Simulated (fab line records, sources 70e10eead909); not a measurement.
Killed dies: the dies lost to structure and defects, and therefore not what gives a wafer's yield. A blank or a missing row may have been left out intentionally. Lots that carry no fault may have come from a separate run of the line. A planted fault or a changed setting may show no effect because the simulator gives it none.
Chamber matching / flow nandHarc / rieDiel-13 running NHARC_P_STI_ETCH_42: 4 sister chambers
The step etches the open film in N2/H2, target depth 80 nm, overetch 24 nm, time 61 s. 8 wafers are shown with their chamber, then 8 later ones without.

EACH WAFER AND ITS CHAMBER
wafer=L478.6; chamber=3; drypumpMotorCurrentA (A)=5.92; rfVppV (V)=435.6
wafer=L483.1; chamber=3; drypumpMotorCurrentA (A)=5.92; rfVppV (V)=434.3
wafer=L483.2; chamber=0; drypumpMotorCurrentA (A)=6.55; rfVppV (V)=428.4
wafer=L486.1; chamber=1; drypumpMotorCurrentA (A)=6.35; rfVppV (V)=432.5
wafer=L486.5; chamber=1; drypumpMotorCurrentA (A)=6.36; rfVppV (V)=432.8
wafer=L487.1; chamber=0; drypumpMotorCurrentA (A)=6.51; rfVppV (V)=428.7
wafer=L487.5; chamber=2; drypumpMotorCurrentA (A)=5.78; rfVppV (V)=431.9
wafer=L490.2; chamber=2; drypumpMotorCurrentA (A)=5.74; rfVppV (V)=432.1

WAFERS WITH NO CHAMBER GIVEN
wafer=L490.5; drypumpMotorCurrentA (A)=5.73; rfVppV (V)=431.1
wafer=L490.6; drypumpMotorCurrentA (A)=6.34; rfVppV (V)=432.9
wafer=L496.1; drypumpMotorCurrentA (A)=6.57; rfVppV (V)=429.4
wafer=L496.3; drypumpMotorCurrentA (A)=5.76; rfVppV (V)=431.1
wafer=L496.4; drypumpMotorCurrentA (A)=6.31; rfVppV (V)=434.6
wafer=L497.1; drypumpMotorCurrentA (A)=5.90; rfVppV (V)=435.2
wafer=L497.2; drypumpMotorCurrentA (A)=6.55; rfVppV (V)=429.1
wafer=L497.6; drypumpMotorCurrentA (A)=6.57; rfVppV (V)=429.5

WHICH CHAMBER EACH WENT THROUGH
wafer=L490.5; from the rows above=2; in truth=2
wafer=L490.6; from the rows above=1; in truth=1
wafer=L496.1; from the rows above=0; in truth=0
wafer=L496.3; from the rows above=2; in truth=2
wafer=L496.4; from the rows above=1; in truth=1
wafer=L497.1; from the rows above=3; in truth=3
wafer=L497.2; from the rows above=0; in truth=0
wafer=L497.6; from the rows above=0; in truth=0
Placed correctly: 8 of 8. Left unplaced by these rows: 0. Wrongly placed: 0.
How it was worked out, from the rows above alone: a wafer's distance from a chamber is the root of the sum, over the readings, of the square of ((its reading less the chamber's mean) divided by the reading's scatter). The wafer belongs to the nearest chamber; if the next one is less than 2 further off, it can't be placed. A chamber's mean is the mean of its shown wafers. The scatter: take each reading less its chamber's mean, square it, sum over the shown wafers, divide by the number of wafers less the number of chambers, and take the root.
